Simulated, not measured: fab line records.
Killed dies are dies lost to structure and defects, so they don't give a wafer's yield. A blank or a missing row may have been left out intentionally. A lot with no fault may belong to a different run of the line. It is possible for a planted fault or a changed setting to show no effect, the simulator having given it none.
Struck lot and sound lot, side by side :: flow n5Finfet :: 16 steps out of a route of 1938
Sound: wafers L316.1, L316.5, L316.6. Struck: wafer L328.2; the same lot's L328.5 was not struck, so it is left out; see the end for the cause.
Each step with rows lists, per side, the tool, then ch with its chambers, then its first start. Under that, the readings that differ: sound wafers :: struck wafers :: difference of the means :: sigmas: that difference in standard deviations of wafers without a fault.
alike: same words and numbers on both sides, and readings whose means sit less than 2 such deviations apart. not compared: any withheld reading, any reading some wafer has no value for, any bound like >300 that may hide the same value, and any number with overlapping values for which the record gives no deviation.
The two part at a step that has a row with sigmas, a row that says differs or no value, or rows on one side only. Non-overlapping numbers with no deviation appear without sigmas and do not part them. Lack of a reading on every wafer of one side parts them only where that side has two or more wafers.

first, 8 steps without rows for these wafers: N5_SDB_COAT_03 (time 60 s, resist thk 100 nm); N5_SDB_COAT_04 (time 60 s, resist thk 18 nm); N5_SDB_COAT_05 (resist thk 90 nm); N5_SDB_EBR_07; N5_SDB_SOFTBAKE_06 (time 60 s); N5_SDB_EXPOSE_08 (exposes mask SDB); N5_SDB_PEB_09 (peb time 60 s); N5_SDB_DEVELOP_10 (develop time 30 s).
N5_SDB_CD_MEAS_11 targets a cd of 50 nm.
  sound on cdSem-01 ch 0, day 5 01:20; struck on cdSem-02 ch 0, day 7 23:51
  alike: cdNm
N5_SDB_OVL_MEAS_12:
  sound on overlay-02 ch 0, day 5 01:22; struck on overlay-01 ch 0, day 7 23:53
  alike: SDB_OVL
N5_SDB_INSPECT_13: inspects for defects (brightfield).
  struck on defectInspect-01, day 7 23:54; sound on defectInspect-02, day 5 01:23
  alike: rawDefectCount
N5_SDB_DESCUM_16: chemistry O2, time 7.9 s.
  sound on rieDiel-04 ch 0,1,3, day 5 01:25; struck on rieDiel-04 ch 1, day 7 23:56
reading: oesProductAu (a.u.)
sound: 0.69 0.71 0.69
struck: 0.92
difference: +0.22
sigmas: +2

reading: showerheadPlenumPTorr (Torr)
sound: 1.98 2.16 2.06
struck: 2.24
difference: +0.17
sigmas: +3
  alike: drypumpMotorCurrentA, rfVppV, throttleValvePct
  not compared: rfHoursCounterH
N5_SDB_ETCH_17: etches SiARC in CF4, target depth 23.4 nm, time 39 s.
  sound on rieDiel-04 ch 0,1,3, day 5 01:27; struck on rieDiel-04 ch 1, day 7 23:58
reading: etchRfOnTimeS (s)
sound: 37.4 37.1 40.3
struck: 29.8
difference: -8.5
sigmas: -7

reading: oesProductAu (a.u.)
sound: 0.60 0.63 0.58
struck: 0.93
difference: +0.33
sigmas: +4

reading: showerheadPlenumPTorr (Torr)
sound: 2.04 2.22 2.12
struck: 2.28
difference: +0.15
sigmas: +3
  alike: drypumpMotorCurrentA, rfVppV, throttleValvePct
  not compared: rfHoursCounterH
N5_SDB_ETCH_18: etches SOC in N2/H2, target depth 100 nm, overetch 20 nm, time 150 s.
  sound on rieDiel-04 ch 0,1,3, day 5 01:29; struck on rieDiel-04 ch 1, day 8 00:01
reading: oesProductAu (a.u.)
sound: 0.61 0.63 0.62
struck: 0.82
difference: +0.20
sigmas: +2

reading: rfVppV (V)
sound: 521.4 525.9 521.8
struck: 528.7
difference: +5.7
sigmas: +3

reading: showerheadPlenumPTorr (Torr)
sound: 2.42 2.62 2.49
struck: 2.73
difference: +0.22
sigmas: +3
  alike: drypumpMotorCurrentA, throttleValvePct
  not compared: rfHoursCounterH
-- the record jumps here: 5 days lie between the struck wafers' starts before and after (it left off in module SDB and takes up again in module BEOL_M4, whose first step shown is number 1111 of the route) --
N5_BEOL_M4_RC_MEAS_101:
  sound on prober-01 ch 0, day 8 21:13; struck on prober-02 ch 0, day 12 16:18
  alike: DIBL_N, DIBL_P, IOFF_N, IOFF_P, ION_N, ION_P, SS_N, SS_P, VT_N, VT_P
-- the record jumps here: 4 days lie between the struck wafers' starts before and after (it left off in module BEOL_M4 and takes up again in module PASSIVATION, whose first step shown is number 1936 of the route) --
N5_PASSIVATION_PROBE_49:
  only the struck wafers here have rows in the record (prober-02, day 17 02:46); the sound ones have none

## WHERE THEY PART
Earliest at N5_SDB_DESCUM_16; latest, in this record, at N5_PASSIVATION_PROBE_49.

WHY: what had been put in by the simulator
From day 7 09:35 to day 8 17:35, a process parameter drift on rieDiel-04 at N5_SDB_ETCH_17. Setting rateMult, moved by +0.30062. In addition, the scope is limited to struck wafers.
